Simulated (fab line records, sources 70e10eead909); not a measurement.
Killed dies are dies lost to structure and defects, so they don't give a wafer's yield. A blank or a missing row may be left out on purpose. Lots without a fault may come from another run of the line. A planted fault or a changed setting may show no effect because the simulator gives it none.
A struck lot beside a sound one | flow nand_harc | 15 steps out of a route of 1302
Sound: wafers L494.1, L494.2, L494.4. Struck: wafer L489.3. (L489.4, L489.6 of the same lot were not struck and are left out.) The cause comes at the end.
At each step with rows: each side's tool, then ch and its chambers, then its first start. Under that, the readings that differ: sound wafers | struck wafers | difference of the means | sigmas: that difference in standard deviations of wafers without a fault.
alike: readings whose means differ by less than 2 such deviations, and words and numbers that are the same on both sides. not compared: withheld readings, readings that some wafer has no value for, bounds like >300 that may hide the same value, and numbers for which the record gives no deviation and whose values overlap.
The two part at a step that has a row with sigmas, a row that says differs or no value, or rows on one side only. Numbers that don't overlap but have no deviation are shown without sigmas and don't part them. A reading that every wafer of one side lacks parts them only if that side has two wafers or more.

NHARC_A_ONON_D2_THK_MEAS_08: measures by ellipsometry.
  sound on film_metro-01, day 19 15:15; struck on film_metro-01, day 17 09:11
  alike: thk_nm
then, 1 step without rows for these wafers: NHARC_A_ONON_D2_DEP_09 (target thk 1000 nm).
NHARC_A_ONON_D2_THK_MEAS_11: measures by ellipsometry.
  sound on film_metro-01, day 19 15:49; struck on film_metro-02, day 17 09:46
  alike: thk_nm
then, 1 step without rows for these wafers: NHARC_A_ONON_D2_DEP_12 (target thk 1000 nm).
NHARC_A_ONON_D2_THK_MEAS_14: measures by ellipsometry.
  sound on film_metro-02, day 19 16:23; struck on film_metro-02, day 17 10:20
  alike: thk_nm
then, 2 steps without rows for these wafers: NHARC_A_ONON_D2_ANNEAL_15 (time 3600 s); NHARC_A_ONON_D2_DEP_16 (target thk 1000 nm).
NHARC_A_ONON_D2_THK_MEAS_18: measures by ellipsometry.
  sound on film_metro-01, day 20 00:02; struck on film_metro-02, day 17 19:02
  alike: thk_nm
then, 1 step without rows for these wafers: NHARC_A_ONON_D2_DEP_19 (target thk 1000 nm).
NHARC_A_ONON_D2_THK_MEAS_21: measures by ellipsometry.
  sound on film_metro-01, day 20 00:36; struck on film_metro-02, day 17 19:36
  alike: thk_nm
then, 1 step without rows for these wafers: NHARC_A_ONON_D2_DEP_22 (target thk 1000 nm).
NHARC_A_ONON_D2_THK_MEAS_24: measures by ellipsometry.
  sound on film_metro-01, day 20 01:10; struck on film_metro-01, day 17 20:10
  alike: thk_nm
NHARC_A_ONON_D2_DEP_25: target thk 1000 nm.
  sound on pecvd_onon-04 ch 0, day 20 01:13; struck on pecvd_onon-01 ch 0, day 17 20:21
NHARC_A_ONON_D2_THK_MEAS_27: measures by ellipsometry.
  sound on film_metro-01, day 20 01:44; struck on film_metro-02, day 17 20:44
  reading     | sound       | struck | difference | sigmas
  thk_nm (nm) | 991 993 991 | 637    | -355       | -39
then, 1 step without rows for these wafers: NHARC_A_ONON_D2_DEP_28 (target thk 1000 nm).

WHERE THEY PART
Only at NHARC_A_ONON_D2_THK_MEAS_27, within this record.

WHY: what the simulator had put in
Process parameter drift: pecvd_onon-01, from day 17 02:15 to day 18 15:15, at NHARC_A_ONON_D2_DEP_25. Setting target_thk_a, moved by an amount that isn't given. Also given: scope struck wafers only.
